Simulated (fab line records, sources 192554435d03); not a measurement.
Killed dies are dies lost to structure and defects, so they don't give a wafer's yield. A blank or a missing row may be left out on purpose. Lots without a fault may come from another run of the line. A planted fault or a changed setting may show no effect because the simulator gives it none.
A struck lot beside a sound one | flow n5_finfet | 35 steps out of a route of 1938
Sound: wafers L395.1, L395.4, L395.6. Struck: wafers L396.4, L396.5, L396.6. The cause comes at the end.
At each step with rows: each side's tool, then ch and its chambers, then its first start. Under that, the readings that differ: sound wafers | struck wafers | difference of the means | sigmas: that difference in standard deviations of wafers without a fault.
alike: readings whose means differ by less than 2 such deviations, and words and numbers that are the same on both sides. not compared: withheld readings, readings that some wafer has no value for, bounds like >300 that may hide the same value, and numbers for which the record gives no deviation and whose values overlap.
The two part at a step that has a row with sigmas, a row that says differs or no value, or rows on one side only. Numbers that don't overlap but have no deviation are shown without sigmas and don't part them. A reading that every wafer of one side lacks parts them only if that side has two wafers or more.

first, 10 steps without rows for these wafers: N5_BEOL_M4_STRIP_36 (strips in N2/H2); N5_BEOL_M4_TRENCH_ETCH_37 (etches SiOC in C4F6/O2, target depth 55.555 nm, time 29.2 s); N5_BEOL_M4_ETCH_41 (etches SiCN in CH3F/O2, target depth 29.9 nm, time 52.5 s); N5_BEOL_M4_STRIP_97 (strips in N2/H2, time 10 s); N5_BEOL_M4_HM_STRIP_39 (strips TiN in peroxide tin strip, target depth 25 nm, time 158 s); N5_BEOL_M4_SRD_40 (time 30 s); N5_BEOL_M4_PRECLEAN_42 (cleans in residue remover, time 60 s); N5_BEOL_M4_SRD_43 (time 30 s); N5_BEOL_M4_DEGAS_44 (time 60 s); N5_BEOL_M4_PRE_CLEAN_45 (time 30 s).
N5_BEOL_M4_ALD_84: deposits TaN, pulse time 2 s, purge time 3 s, co reactant purge time 2 s.
  sound on ald_metal-04 ch 2,3, day 11 04:40; struck on ald_metal-02 ch 1,2,3, day 12 01:15
  no value came back on the struck wafers for any of 6 readings (ald_cycles, chamber_pressure_Torr (Torr) and others); on the sound wafers ald_cycles reads 30 30 30
then, 21 steps without rows for these wafers: N5_BEOL_M4_SURFACE_TREAT_85; N5_BEOL_M4_CVD_47 (deposits Co from CCTBA/H2, target thk 3 nm, time 223.8 s); N5_BEOL_M4_SPUTTER_48 (material Cu, target thk 4.5 nm, time 8.29 s); N5_BEOL_M4_ANNEAL_49 (time 240 s); N5_BEOL_M4_SPUTTER_79 (material Cu, target thk 4.5 nm, time 8.29 s); N5_BEOL_M4_ANNEAL_80 (time 240 s); N5_BEOL_M4_SPUTTER_81 (material Cu, target thk 4.5 nm, time 8.29 s); N5_BEOL_M4_ANNEAL_82 (time 240 s); N5_BEOL_M4_SPUTTER_86 (material Cu, target thk 4.5 nm, time 8.29 s); N5_BEOL_M4_ANNEAL_87 (time 240 s); N5_BEOL_M4_SPUTTER_88 (material Cu, target thk 4.5 nm, time 8.29 s); N5_BEOL_M4_ANNEAL_89 (time 240 s); N5_BEOL_M4_SPUTTER_90 (material Cu, target thk 4.5 nm, time 8.29 s); N5_BEOL_M4_ANNEAL_91 (time 240 s); N5_BEOL_M4_SPUTTER_92 (material Cu, target thk 4.5 nm, time 8.29 s); N5_BEOL_M4_ANNEAL_93 (time 240 s); N5_BEOL_M4_SPUTTER_94 (material Cu, target thk 4.5 nm, time 8.29 s); N5_BEOL_M4_ANNEAL_95 (time 240 s); N5_BEOL_M4_SPUTTER_96 (material Cu, target thk 4.5 nm, time 8.29 s); N5_BEOL_M4_ECD_50 (material Cu, target thk 300 nm); N5_BEOL_M4_ANNEAL_51 (time 90 s).
N5_BEOL_M4_CMP_52: polishes, stops on SiOC, t overpolish 6.8 s, target thk 40 nm.
  sound on cmp-02 ch 1,2, day 11 08:56; struck on cmp-02 ch 0,1, day 12 04:04
  alike: barrier_field_endpoint_s, motor_current_A, platen_rpm
N5_BEOL_M4_RC_MEAS_101:
  the record has rows for the sound wafers here (prober-02 ch 0, day 11 09:31) and none for the struck ones
-- the record jumps here: 5 days lie between the struck wafers' starts before and after (it left off in module BEOL_M4 and takes up again in module PASSIVATION, whose first step shown is number 1936 of the route) --
N5_PASSIVATION_PROBE_49:
  sound on prober-02, day 16 03:42; struck on prober-02, day 16 23:10
  reading                  | sound          | struck            | difference | sigmas
  defect_limited_yield (%) | 90.5 91.9 91.9 | 0 0 0             | -91        | -61
  killed_at_M4_up          | 8 10 15        | 1086 1089 1114    | +1085      | +99 or more
  killed_dies              | 112 96 95      | 1180 1180 1180    | +1079      | +63
  killed_on_rim            | 17 18 16       | 152 152 152       | +135       | +32
  sort_bin_4_leakage (%)   | 0 0 0          | 91.27 91.02 93.98 | +92.09     |
  sort_n_pass              | 1068 1084 1085 | 0 0 0             | -1079      | -63
  sort_yield_pct (%)       | 90.5 91.9 91.9 | 0 0 0             | -91        | -61
  alike: killed_at_M0_to_M3, killed_at_contacts, killed_at_front_end, killed_at_other, killed_open, killed_short, sort_bin_5_function, sort_bin_6_memory

WHERE THEY PART
First at N5_BEOL_M4_ALD_84; last, within this record, at N5_PASSIVATION_PROBE_49.

WHY: what the simulator had put in
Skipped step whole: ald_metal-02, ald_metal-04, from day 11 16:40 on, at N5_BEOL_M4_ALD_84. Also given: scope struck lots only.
